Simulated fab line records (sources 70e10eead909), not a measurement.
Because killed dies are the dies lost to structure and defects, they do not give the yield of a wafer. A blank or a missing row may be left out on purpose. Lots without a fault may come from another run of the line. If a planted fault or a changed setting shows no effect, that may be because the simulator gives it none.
Matching of chambers -- flow nand_harc -- NHARC_A_STAIRCASE_TRIM_187 on rie_diel-13 has 4 sister chambers
The step chemistry O2, time 211.2 s. 4 wafers are shown with their chamber, then 7 later ones without.

== WAFERS WITH THEIR CHAMBER ==
wafer,chamber,showerhead_plenum_p_Torr (Torr)
L082.5,3,3.30
L084.5,0,3.60
L085.2,1,3.79
L085.3,2,3.50

== WAFERS WITH NO CHAMBER GIVEN ==
wafer,showerhead_plenum_p_Torr (Torr)
L085.5,3.29
L092.1,3.80
L092.3,3.78
L092.5,3.80
L097.2,3.80
L097.3,3.77
L097.4,3.48

== WHICH CHAMBER EACH WENT THROUGH ==
wafer,from the rows above,in truth
L085.5,3,3
L092.1,1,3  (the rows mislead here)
L092.3,1,1
L092.5,1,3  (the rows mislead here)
L097.2,1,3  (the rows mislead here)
L097.3,1,1
L097.4,2,2
4 of 7 placed correctly. Not placeable from these rows: 0. Number placed wrongly: 3.
How it was worked out, from the rows above alone: a wafer's distance from a chamber is the root of the sum, over the readings, of the square of ((its reading less the chamber's mean) divided by the reading's scatter). If the next closest chamber is less than 2 further off than the closest, the wafer can't be placed; otherwise it belongs to the closest. Each chamber's mean is taken over the wafers shown for it. The scatter: with one shown wafer a chamber, the root of the mean of the squares of how far each hidden wafer lies from its nearest shown one.
